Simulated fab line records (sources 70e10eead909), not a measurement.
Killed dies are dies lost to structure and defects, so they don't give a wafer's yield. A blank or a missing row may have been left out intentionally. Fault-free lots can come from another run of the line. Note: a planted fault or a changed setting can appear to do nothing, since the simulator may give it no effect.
Comparing a struck lot with a sound one | flow nandHarc | 14 steps out of a route of 1302
Sound: these wafers, L414.1, L414.3, L414.4. Struck: wafer L426.4 (L426.5, L426.6, from the same lot, were not struck and are left out); the cause is given at the end.
For every step that has rows: the tool of each side, followed by ch and its chambers, followed by its first start. Under that, the readings that differ: sound wafers | struck wafers | difference of the means | sigmas: that difference in standard deviations of wafers without a fault.
alike: a reading whose means differ by less than 2 such deviations, as well as words and numbers matching on both sides. not compared: withheld readings; readings where some wafer has no value; bounds like >300 that might hide an equal value; numbers whose values overlap and for which the record gives no deviation.
The two part at a step that has a row with sigmas, a row that says differs or no value, or rows on one side only. Numbers that don't overlap but have no deviation are shown without sigmas and don't part them. A reading missing from all wafers of one side parts the sides only when that side holds two or more wafers.

NHARC_A_DECK1_JOINT_CMP_02: polishes SiOx.
  sound on cmp-04 ch 0,1,3, day 13 13:46; struck on cmp-04 ch 0, day 18 12:32
  alike: motorCurrentA
following that, these wafers have no rows for 1 step: NHARC_A_DECK1_JOINT_SRD_15.
NHARC_A_DECK1_JOINT_DEP_16: deposits SiO2, target thk 45 nm.
  sound on pecvd-04 ch 1,2, day 13 14:11; struck on pecvd-01 ch 1, day 18 12:58
reading              | sound          | struck | difference | sigmas
throttleValvePct (%) | 15.8 16.4 16.0 | 17.0   | +0.9       | +2
  alike: chamberPressureTorr, heaterPowerW
NHARC_A_DECK1_JOINT_THK_MEAS_17: measures by ellipsometry.
  sound: filmMetro-01 at day 13 14:28; struck: filmMetro-01 at day 18 13:10
  alike: thkNm
NHARC_A_DECK1_JOINT_INSPECT_05:
  sound: defectInspect-01 at day 13 14:30; struck: defectInspect-01 at day 18 13:12
  alike: rawDefectCount
then NHARC_A_ONON_D2_DEP_00 (target thk 1000 nm), 1 step lacking rows for these wafers.
NHARC_A_ONON_D2_THK_MEAS_02: measures by ellipsometry.
  sound: filmMetro-01 at day 13 15:04; struck: filmMetro-02 at day 18 13:47
  alike: thkNm
then NHARC_A_ONON_D2_DEP_03 (target thk 1000 nm), 1 step lacking rows for these wafers.
NHARC_A_ONON_D2_THK_MEAS_05: measures by ellipsometry.
  sound: filmMetro-01 at day 13 15:38; struck: filmMetro-02 at day 18 14:21
  alike: thkNm
then NHARC_A_ONON_D2_DEP_06 (target thk 1000 nm), 1 step lacking rows for these wafers.
NHARC_A_ONON_D2_THK_MEAS_08: measures by ellipsometry.
  sound: filmMetro-02 at day 13 16:12; struck: filmMetro-02 at day 18 14:55
  alike: thkNm
NHARC_A_ONON_D2_DEP_09: target thk 1000 nm.
  sound on pecvdOnon-03 ch 0, day 13 16:16; struck on pecvdOnon-01 ch 0, day 18 15:09
NHARC_A_ONON_D2_THK_MEAS_11: measures by ellipsometry.
  sound: filmMetro-02 at day 13 16:46; struck: filmMetro-02 at day 18 15:29
reading    | sound          | struck | difference | sigmas
thkNm (nm) | 1021 1022 1022 | 966    | -56        | -5
then NHARC_A_ONON_D2_DEP_12 (target thk 1000 nm), 1 step lacking rows for these wafers.

== WHERE THEY PART ==
First at NHARC_A_DECK1_JOINT_DEP_16; last, within this record, at NHARC_A_ONON_D2_THK_MEAS_11.

WHY: the cause the simulator had injected
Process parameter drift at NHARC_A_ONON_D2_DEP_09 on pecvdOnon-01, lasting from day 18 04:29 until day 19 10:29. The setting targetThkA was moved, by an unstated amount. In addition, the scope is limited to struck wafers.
